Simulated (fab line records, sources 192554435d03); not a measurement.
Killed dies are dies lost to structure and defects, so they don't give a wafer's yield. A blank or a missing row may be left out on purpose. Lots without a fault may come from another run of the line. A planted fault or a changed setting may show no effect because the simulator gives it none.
Chamber matching | flow n5_finfet | N5_BEOL_M10_DEP_56 on pecvd-02: 3 sister chambers
The step deposits SiCN from 3MS/NH3, target thk 15 nm, time 26.5 s. 6 wafers are shown with their chamber, then 10 later ones without.

WAFERS WITH THEIR CHAMBER
wafer  | chamber | showerhead_plenum_p_Torr (Torr) | throttle_valve_pct (%)
L078.6 | 2       | 3.671                           | 8.2
L080.3 | 2       | 3.674                           | 8.3
L081.3 | 1       | 3.639                           | 8.6
L081.4 | 1       | 3.647                           | 8.3
L085.1 | 0       | 3.649                           | 8.4
L085.3 | 0       | 3.649                           | 8.6

WAFERS WITHOUT THEIR CHAMBER
wafer  | showerhead_plenum_p_Torr (Torr) | throttle_valve_pct (%)
L085.5 | 3.664                           | 8.7
L086.2 | 3.653                           | 8.7
L086.3 | 3.645                           | 8.3
L086.6 | 3.652                           | 8.4
L094.1 | 3.655                           | 8.9
L094.5 | 3.653                           | 8.8
L094.6 | 3.653                           | 8.3
L095.3 | 3.657                           | 8.3
L095.4 | 3.649                           | 8.3
L095.6 | 3.666                           | 8.4

WHICH CHAMBER EACH WENT THROUGH
wafer  | from the rows above          | in truth
L085.5 | can't be placed: 2 or 0      | 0
L086.2 | can't be placed: 0 or 1      | 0
L086.3 | can't be placed: 1 or 0      | 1
L086.6 | can't be placed: 0 or 1      | 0
L094.1 | can't be placed: 0 or 1      | 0
L094.5 | can't be placed: 0 or 1      | 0
L094.6 | can't be placed: 0 or 1      | 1
L095.3 | can't be placed: 0 or 1 or 2 | 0
L095.4 | can't be placed: 0 or 1      | 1
L095.6 | 2                            | 2
Placed correctly: 1 of 10. Can't be placed from these rows: 9 (the true chamber is among the candidates in 9). Placed wrongly: 0.
How it was worked out, from the rows above alone: a wafer's distance from a chamber is the root of the sum, over the readings, of the square of ((its reading less the chamber's mean) divided by the reading's scatter). The wafer belongs to the nearest chamber; if the next one is less than 2 further off, it can't be placed. A chamber's mean is the mean of its shown wafers. The scatter: the root of (the sum of the squares of (reading less its chamber's mean) over the shown wafers, divided by (wafers less chambers)).
